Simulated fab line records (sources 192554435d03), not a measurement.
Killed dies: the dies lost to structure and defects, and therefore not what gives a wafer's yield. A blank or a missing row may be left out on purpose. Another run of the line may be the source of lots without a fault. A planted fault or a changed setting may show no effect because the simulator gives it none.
fab line records -- flow n5Finfet
record lots=3, wafers=9, lastDay=15
route steps=1938 shown PMOS_HMC_CHANNEL_EPI@58 FIN_SAQP@90 BEOL_M4@1111 PASSIVATION@1936
lots with no fault: from the same line, run without faults
startH: start of the lot's first displayed wafer, in hours after the record's first day -- waitH: hours from the lot's prior step to this one -- " as in the row above -- L1.1+2: several wafers, shown together as one row -- - no value, or no start was given -- * or withheld: withheld -- < > ~ a bound
route shown NAME@n: NAME is a module with steps in the file, n the number in the route of the first one -- usual: mean/standard deviation taken from wafers without a fault -- same: alike in all rows -- chamber/n: place in a boat -- sites: the reading at each site -- _std_site: their standard deviation -- _edge_site: outer sites' mean less inner sites' -- radiusMm: how far each site lies from the wafer's centre -- mask NAME#n: copy n -- behind: the most recent tool/chamber to have shaped the wafer -- hold: why the lot went on hold/how many hours it stayed there/how the hold came to an end -- device: whichever transistor did not switch (one of n, p or np) -- end of line: tests run on the same wafers once the route is complete -- a step without rows: its recipe alone -- killed: dies lost to structure and defects at the first sort, not the wafer's yield -- map: a wafer's dies, marking killed ones x, the rest . and places with no die _
set.NAME: the setting the step ran with; set.NAME@STEP: the setting that earlier step ran with -- model.NAME: the simulator's own value behind a step, which no gauge read
lots at some steps of the route; a table a step, a row a wafer
services: when a tool's chamber went out of use (startH, in hours from the record's first day, below 0 if earlier), for how many hours, and the reason
## steps
# step N5_PMOS_HMC_CHANNEL_EPI_COAT_31
# recipe resist=BARC, tempC=205, timeS=60, spinRpm=1500, resistThkNm=66
# step N5_PMOS_HMC_CHANNEL_EPI_COAT_03
# recipe resist=CAR-ArF-block, spinRpm=1500, resistThkNm=205
# step N5_PMOS_HMC_CHANNEL_EPI_EBR_05
# recipe solvent=PGMEA, ebrWidthMm=1.5
# step N5_PMOS_HMC_CHANNEL_EPI_SOFTBAKE_04
# recipe tempC=110, timeS=60, resist=CAR-ArF-block
# step N5_PMOS_HMC_CHANNEL_EPI_EXPOSE_06
# recipe maskId=PMOS_HMC_BLK, na=1.35, sourceShape=conventional, sigmaOuter=0.8, polarization=unpolarized, targetCdNm=240, doseMj=41
# step N5_PMOS_HMC_CHANNEL_EPI_PEB_07
# recipe pebTempC=110, pebTimeS=60, resist=CAR-ArF-block
# step N5_PMOS_HMC_CHANNEL_EPI_DEVELOP_08
# recipe developTimeS=30, developer=TMAH, resist=CAR-ArF-block, devTempC=23, rinseLiquid=diw, dry=airSpin
# step N5_PMOS_HMC_CHANNEL_EPI_DESCUM_14
# recipe chemistry=O2, timeS=7.9, sourcePowerW=50, biasPowerW=20, pressureMtorr=20, rfFrequencyHz=2.712e+07, tempC=40, resist=CAR-ArF-block, o2FlowSccm=225
# step N5_PMOS_HMC_CHANNEL_EPI_ETCH_32
# recipe chemistry=N2/H2, target=BARC, stopOn=SiO2, targetDepthA=858, overEtchFrac=0.3, timeS=50.3, ionEnergyEv=200, maskMaterial=CAR-ArF-block, pressureMtorr=30, sourceW=840, biasW=150, n2FlowSccm=200, h2FlowSccm=200
# step N5_PMOS_HMC_CHANNEL_EPI_HM_OPEN_15
# recipe chemistry=CHF3/O2, target=SiO2, maskMaterial=CAR-ArF-block, targetDepthA=406, CHF3_flow_sccm=50, O2_flow_sccm=5, Ar_flow_sccm=200, timeS=20.3, pressureMtorr=30, sourceW=650, biasW=170, ionEnergyEv=200
# usual drypumpMotorCurrentA=5.60/0.28, mfcArSccm=200.0/0.58, oesProductAu=0.76/0.072, rfVppV=525/7.9, showerheadPlenumPTorr=2.45/0.053, throttleValvePct=18.89/0.19
lot.wafer,tool,chamber,startH,waitH,drypumpMotorCurrentA,mfcArSccm,oesProductAu,rfHoursCounterH,rfVppV,showerheadPlenumPTorr,throttleValvePct,model.etch.depthNm,model.CAR-ArF-block_of_PMOS_HMC_CHANNEL_EPI_COAT_03.thkNm
L874.1,rieDiel-06,3,17.18,0.0,5.25,199.7,0.95,20,517,2.37,18.76,42.18,89.11
L874.5,rieDiel-06,2,17.18,0.0,5.55,200.5,0.75,-,513,2.42,18.98,40.03,93.91
L874.6,rieDiel-06,1,17.18,0.0,5.26,199.6,0.69,-,518,2.50,19.01,40.02,94.73
L885.1,rieDiel-05,2,83.50,0.0,5.54,200.1,0.90,23,537,2.46,18.83,40.84,91.63
L885.3,rieDiel-05,0,83.50,0.0,6.04,199.2,0.77,140,529,2.53,18.83,40.98,90.19
L885.5,rieDiel-05,2,83.50,0.0,5.55,200.0,0.90,-,535,2.46,18.84,40.79,90.24
L889.4,rieDiel-05,3,107.33,0.0,5.55,200.4,0.53,195,520,2.39,19.07,22.93,110.6
L889.5,rieDiel-05,3,107.33,0.0,5.56,199.6,0.52,-,521,2.39,19.06,22.95,111.3
L889.6,rieDiel-05,2,107.33,0.0,5.56,199.4,0.89,-,535,2.46,18.84,41.4,92.01
# step N5_PMOS_HMC_CHANNEL_EPI_STRIP_33
# recipe chemistry=N2/H2, powerW=500, tempC=40, pressureMtorr=50, rfFrequencyHz=6e+07, overashFraction=0.3, biasPowerW=8, h2Frac=0.5, n2FlowSccm=300, h2FlowSccm=300
# step N5_PMOS_HMC_CHANNEL_EPI_STRIP_17
# recipe chemistry=SPM, timeS=750, tempC=130, h2so4H2o2VolRatio=4, dry=ipaMarangoni
# step N5_PMOS_HMC_CHANNEL_EPI_ETCH_38
# recipe chemistry=CF4, target=SiO2, targetDepthA=15, ionEnergyEv=350, pressureMtorr=10, icpW=800, biasW=400, cf4FlowSccm=80
# step N5_PMOS_HMC_CHANNEL_EPI_FIN_RECESS_16
# recipe chemistry=HBr/Cl2, target=Si, maskMaterial=SiO2, targetDepthA=540, timeS=18, pressureMtorr=10, icpW=800, biasW=75, HBr_flow_sccm=150, Cl2_flow_sccm=80
# step N5_PMOS_HMC_CHANNEL_EPI_PRECLEAN_36
# recipe chemistry=O3/DIW, timeS=45, tempC=22, o3Ppm=10
# step N5_PMOS_HMC_CHANNEL_EPI_PRECLEAN_18
# recipe chemistry=DHF, timeS=30, tempC=25, dilution=withheld
# step N5_PMOS_HMC_CHANNEL_EPI_SRD_19
# recipe dry=ipaMarangoni, doPpb=5, timeS=30, tempC=23, rinseLiquid=diw
# step N5_PMOS_HMC_CHANNEL_EPI_EPI_20
# recipe material=SiGe30, maskMaterial=SiO2, pressureTorr=20, targetThkA=590, tempC=600
# step N5_PMOS_HMC_CHANNEL_EPI_HM_STRIP_35
# recipe chemistry=dHF, tempC=25, material=SiO2, target=SiO2, targetDepthA=396, timeS=216
# step N5_PMOS_HMC_CHANNEL_EPI_SRD_39
# recipe dry=ipaMarangoni, timeS=30, tempC=23, rinseLiquid=diw
# step N5_PMOS_HMC_CHANNEL_EPI_CMP_21
# recipe material=SiGe30, postCmpClean=alkalineBrush, targetThkNm=54
# step N5_PMOS_HMC_CHANNEL_EPI_PRECLEAN_40
# recipe chemistry=DHF, timeS=30, tempC=25, dilution=withheld
# step N5_PMOS_HMC_CHANNEL_EPI_PRECLEAN_37
# recipe chemistry=O3/DIW, timeS=45, tempC=22, o3Ppm=10
# step N5_PMOS_HMC_CHANNEL_EPI_PRECLEAN_24
# recipe chemistry=DHF, timeS=30, tempC=25, dilution=withheld
# step N5_PMOS_HMC_CHANNEL_EPI_SRD_25
# recipe dry=ipaMarangoni, doPpb=5, timeS=30, tempC=23, rinseLiquid=diw
# step N5_PMOS_HMC_CHANNEL_EPI_EPI_26
# recipe material=Si, targetThkA=38, tempC=650, precursor=SiH4/H2, pressureTorr=20, timeS=22.7
# step N5_FIN_SAQP_PRECLEAN_42
# recipe chemistry=O3/DIW, timeS=60, tempC=22, o3Ppm=10
# step N5_FIN_SAQP_PRECLEAN_00
# recipe chemistry=SC1, timeS=60, tempC=55, mix=1:2:50
# step N5_FIN_SAQP_PRECLEAN_44
# recipe chemistry=SC2, timeS=45, tempC=35, mix=1:1:50
# step N5_FIN_SAQP_SRD_01
# recipe dry=ipaMarangoni, timeS=30, tempC=23, rinseLiquid=diw
# step N5_FIN_SAQP_ALD_61
# recipe material=SiO2, targetThkA=40, tempC=300, aldPrecursorFamily=BDEAS, aldCoReactant=O2-plasma, pulseTimeS=1, purgeTimeS=2, coReactantPurgeTimeS=2, aldCycles=43, pressureTorr=2
# step N5_FIN_SAQP_DENSIFY_62
# recipe tempC=700, timeS=60, ambient=N2, idleTempC=600, rampUpCPerS=150, rampDownCPerS=60, coolToC=600
# step N5_FIN_SAQP_HM_DEP_03
# recipe material=SiNx, targetThkA=380, tempC=400, precursor=SiH4/NH3/N2, pressureTorr=1.5, rfW=300, timeS=33.6
# step N5_FIN_SAQP_PECVD_47
# recipe material=a-Si, targetThkA=450, tempC=400, precursor=SiH4/He, pressureTorr=3, rfW=100, timeS=36.3
# step N5_FIN_SAQP_PECVD_48
# recipe material=SiNx, targetThkA=250, tempC=400, precursor=SiH4/NH3/N2, pressureTorr=1.5, rfW=300, timeS=22.1
# step N5_BEOL_M4_RC_MEAS_101
# usual DIBL_N=35.8/1.5, DIBL_P=35.9/1.8, IOFF_N=0.152/0.025, IOFF_P=0.21/0.031, ION_N=672/11, ION_P=462/7.4, SS_N=71.5/0.52, SS_P=73.2/0.54, VT_N=250/3, VT_P=-250/3.3
lot.wafer,tool,chamber,startH,waitH,DIBL_N[mV/V],DIBL_P[mV/V],IOFF_N[nA/um],IOFF_P[nA/um],ION_N[uA/um],ION_P[uA/um],SS_N[mV/dec],SS_P[mV/dec],VT_N[mV],VT_P[mV]
L874.1,prober-02,0,171.86,0.0,37.5,37.0,0.167,0.24,668,461,71.9,72.3,249,-248
L874.5,prober-02,0,171.86,0.0,35.3,35.3,0.140,0.21,670,465,71.8,73.0,251,-248
L874.6,prober-02,0,171.86,0.0,36.5,36.3,0.156,0.22,673,466,71.8,73.5,250,-249
L885.1,prober-02,0,239.91,0.0,36.5,35.2,0.162,0.21,666,460,70.8,73.9,248,-250
L885.3,prober-02,0,239.91,0.0,38.4,38.1,0.206,0.26,677,467,72.6,73.8,246,-250
L885.5,prober-02,0,239.91,0.0,35.9,34.5,0.146,0.20,670,460,71.6,73.1,251,-251
L889.6,prober-02,0,262.41,0.8,34.7,34.7,0.126,0.19,656,454,71.1,73.1,256,-251
# step N5_PASSIVATION_PROBE_49
# usual defectLimitedYield=91.7/1.7, killed_at_M0_to_M3=34/10, killed_at_M4_up=13/5.1, killedAtContacts=12/6.2, killedAtFrontEnd=36/12, killedAtOther=3.2/2.6, killedDies=98/20, killedOnRim=13/4.5, killedOpen=65/13, killedShort=32/8.4, sort_bin_5_function=4.8/1.1, sort_bin_6_memory=3.2/0.74, sortNPass=1082/20, sortYieldPct=91.7/1.7
# same grossDies=1180, killedAtBackSide=0, sort_bin_4_leakage[%]=0, sort_bin_8_speed[%]=0
lot.wafer,tool,chamber,startH,waitH,defectLimitedYield[%],killed_at_M0_to_M3,killed_at_M4_up,killedAtContacts,killedAtFrontEnd,killedAtOther,killedDies,killedOnRim,killedOpen,killedShort,sort_bin_5_function[%],sort_bin_6_memory[%],sortNPass,sortYieldPct[%]
L889.4,prober-01,-,362.83,0.2,0,38,8,5,1124,5,1180,152,59,30,96.6,3.1,0,0
L889.5,prober-01,-,362.88,0.2,0,36,13,4,1119,8,1180,152,65,27,96.9,2.7,0,0
# killed by level:class
L889.4 PMOS_HMC_CHANNEL_EPI:areaOpen=1091 BEOL_M0_SAQP:geometricParticle:open=16 BEOL_M0_SAQP:geometricParticle:short=14 FIN_SAQP:geometricParticle:open=11 STI_FIN_REVEAL:geometricParticle:open=5 FIN_SAQP:geometricParticle:short=4 MOL_CONTACT_COAG:geometricParticle:open=4 BEOL_M4:geometricParticle:open=4
L889.5 PMOS_HMC_CHANNEL_EPI:areaOpen=1088 BEOL_M0_SAQP:geometricParticle:open=14 DUMMY_GATE:geometricParticle:open=6 BEOL_M0_SAQP:geometricParticle:short=6 BEOL_M2:geometricParticle:open=6 BEOL_M4:geometricParticle:open=6 STI_FIN_REVEAL:geometricParticle:open=5 MOL_CONTACT_COAG:geometricParticle:open=4
# map L889.4 (x killed, . not)
_________________xxxxxxxxxxxx________________
______________xxxxxxxxxxxxxxxxxx_____________
___________xxxxxxxxxxxxxxxxxxxxxxxx__________
__________xxxxxxxxxxxxxxxxxxxxxxxxxx_________
________xxxxxxxxxxxxxxxxxxxxxxxxxxxxxx_______
_______xxxxxxxxxxxxxxxxxxxxxxxxxxxxxxxx______
______xxxxxxxxxxxxxxxxxxxxxxxxxxxxxxxxxx_____
_____xxxxxxxxxxxxxxxxxxxxxxxxxxxxxxxxxxxx____
____xxxxxxxxxxxxxxxxxxxxxxxxxxxxxxxxxxxxxx___
___xxxxxxxxxxxxxxxxxxxxxxxxxxxxxxxxxxxxxxxx__
___xxxxxxxxxxxxxxxxxxxxxxxxxxxxxxxxxxxxxxxx__
__xxxxxxxxxxxxxxxxxxxxxxxxxxxxxxxxxxxxxxxxxx_
__xxxxxxxxxxxxxxxxxxxxxxxxxxxxxxxxxxxxxxxxxx_
_xxxxxxxxxxxxxxxxxxxxxxxxxxxxxxxxxxxxxxxxxxxx
_xxxxxxxxxxxxxxxxxxxxxxxxxxxxxxxxxxxxxxxxxxxx
_xxxxxxxxxxxxxxxxxxxxxxxxxxxxxxxxxxxxxxxxxxxx
_xxxxxxxxxxxxxxxxxxxxxxxxxxxxxxxxxxxxxxxxxxxx
_xxxxxxxxxxxxxxxxxxxxxxxxxxxxxxxxxxxxxxxxxxxx
_xxxxxxxxxxxxxxxxxxxxxxxxxxxxxxxxxxxxxxxxxxxx
_xxxxxxxxxxxxxxxxxxxxxxxxxxxxxxxxxxxxxxxxxxxx
_xxxxxxxxxxxxxxxxxxxxxxxxxxxxxxxxxxxxxxxxxxxx
__xxxxxxxxxxxxxxxxxxxxxxxxxxxxxxxxxxxxxxxxxx_
__xxxxxxxxxxxxxxxxxxxxxxxxxxxxxxxxxxxxxxxxxx_
___xxxxxxxxxxxxxxxxxxxxxxxxxxxxxxxxxxxxxxxx__
___xxxxxxxxxxxxxxxxxxxxxxxxxxxxxxxxxxxxxxxx__
____xxxxxxxxxxxxxxxxxxxxxxxxxxxxxxxxxxxxxx___
_____xxxxxxxxxxxxxxxxxxxxxxxxxxxxxxxxxxxx____
______xxxxxxxxxxxxxxxxxxxxxxxxxxxxxxxxxx_____
_______xxxxxxxxxxxxxxxxxxxxxxxxxxxxxxxx______
________xxxxxxxxxxxxxxxxxxxxxxxxxxxxxx_______
__________xxxxxxxxxxxxxxxxxxxxxxxxxx_________
___________xxxxxxxxxxxxxxxxxxxxxxxx__________
______________xxxxxxxxxxxxxxxxxx_____________
_________________xxxxxxxxxxxx________________
# map L885.5 (x killed, . not)
_________________.....x......________________
______________........x....x...._____________
___________.............x......xx..__________
__________..................x....x.._________
________.......x.x...................._______
_______...xx............x.............x______
______...................x........x....._____
_____............x...x..................x____
____....x...............x...x.............___
___...........x....x.............x.........__
___........x...............x..x...........x__
__x..........x..................x..........._
__..................x......x.....x...x......_
_...x.....x...............................x..
_................x........................x..
_...x.................x......................
_...x................x...x.........x.........
_.xx..........x............x.........x...x...
_...........x.....x....................x....x
_...................x........................
_.....x....x.x.......................x....x..
__x.xx.......x.x.x...........x.x...x........_
__.xx..............x..........x............._
___...........................x........x..x__
___......x.......x..........x......x.x.....__
____......................................___
_____xx.x........x......x................____
______.x......x....................x...._____
_______..x.................x...........______
________...........x....x....x..x....._______
__________.x...........x............_________
___________.....x..................__________
______________x...............x._____________
_________________....x.......________________
## services
tool,chamber,startH,hours,kind
rieDiel-05,1,73.51,5.2,repair
## key
firstSign step=N5_PMOS_HMC_CHANNEL_EPI_HM_OPEN_15, reading=oesProductAu, direction=down, sigmas=3.3, usual=0.76, struck=0.53
effect step=N5_PASSIVATION_PROBE_49, reading=killedAtFrontEnd, direction=up, sigmas=90, usual=36, struck=1122
modelEffect step=N5_PMOS_HMC_CHANNEL_EPI_HM_OPEN_15, value=etch.depthNm, without=40.16, struck=22.94
moreKillsBornAt N5_PMOS_HMC_CHANNEL_EPI_HM_OPEN_15@rieDiel-05=2179
metAt N5_PMOS_HMC_CHANNEL_EPI_HM_OPEN_15
struckWafers L889.4,L889.5
laterRowsLeftOut L889.4,L889.5
onsetBetween 83.50 107.33
fault kind=processParameterDrift, tool=rieDiel-05, chamber=-, onsetH=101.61, steps=N5_PMOS_HMC_CHANNEL_EPI_HM_OPEN_15, channel=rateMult, offset=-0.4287, shape=step, endH=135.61, scope=struckWafersOnly
# laterRowsLeftOut: the simulator's readings of these wafers behind a module that went badly wrong aren't trusted and aren't shown, but for the sort
